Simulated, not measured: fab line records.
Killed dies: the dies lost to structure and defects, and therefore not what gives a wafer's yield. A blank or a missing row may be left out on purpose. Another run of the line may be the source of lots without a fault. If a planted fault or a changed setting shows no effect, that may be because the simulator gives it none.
Matching of chambers || flow n5 finfet || rie diel-06 running N5_MOL_CONTACT_COAG_ETCHBACK_135: 4 sister chambers
The step etches SiO2 in CHF3, target depth 25 nm, time 16.7 s. 4 wafers are shown with their chamber, then 8 later ones without.

## WAFERS, EACH WITH ITS CHAMBER
{"wafer": "L086.1", "chamber": 2, "drypump motor current A (A)": 5.1}
{"wafer": "L086.3", "chamber": 3, "drypump motor current A (A)": 5.9}
{"wafer": "L086.4", "chamber": 1, "drypump motor current A (A)": 4.8}
{"wafer": "L088.1", "chamber": 0, "drypump motor current A (A)": 6.2}

## WAFERS WITH NO CHAMBER GIVEN
{"wafer": "L088.3", "drypump motor current A (A)": 5.9}
{"wafer": "L088.5", "drypump motor current A (A)": 5.8}
{"wafer": "L094.1", "drypump motor current A (A)": 5.9}
{"wafer": "L094.4", "drypump motor current A (A)": 5.1}
{"wafer": "L094.6", "drypump motor current A (A)": 4.8}
{"wafer": "L096.1", "drypump motor current A (A)": 4.8}
{"wafer": "L096.3", "drypump motor current A (A)": 5.1}
{"wafer": "L096.4", "drypump motor current A (A)": 5.9}

## THE CHAMBER EACH PASSED THROUGH
{"wafer": "L088.3", "from the rows above": 3, "in truth": 3}
{"wafer": "L088.5", "from the rows above": 3, "in truth": 3}
{"wafer": "L094.1", "from the rows above": 3, "in truth": 3}
{"wafer": "L094.4", "from the rows above": 2, "in truth": 2}
{"wafer": "L094.6", "from the rows above": 1, "in truth": 1}
{"wafer": "L096.1", "from the rows above": 1, "in truth": 1}
{"wafer": "L096.3", "from the rows above": 2, "in truth": 2}
{"wafer": "L096.4", "from the rows above": 3, "in truth": 3}
Correctly placed: 8 of 8. From these rows, 0 cannot be placed. Number placed wrongly: 0.
How it was worked out, from the rows above alone: a wafer's distance from a chamber is the root of the sum, over the readings, of the square of ((its reading less the chamber's mean) divided by the reading's scatter). The wafer belongs to the nearest chamber; if the next one is less than 2 further off, it can't be placed. For every chamber, the mean is computed from those of its wafers that are shown. The scatter (one wafer shown for each chamber): square how far every hidden wafer sits from the nearest shown wafer, average those squares and take the square root.
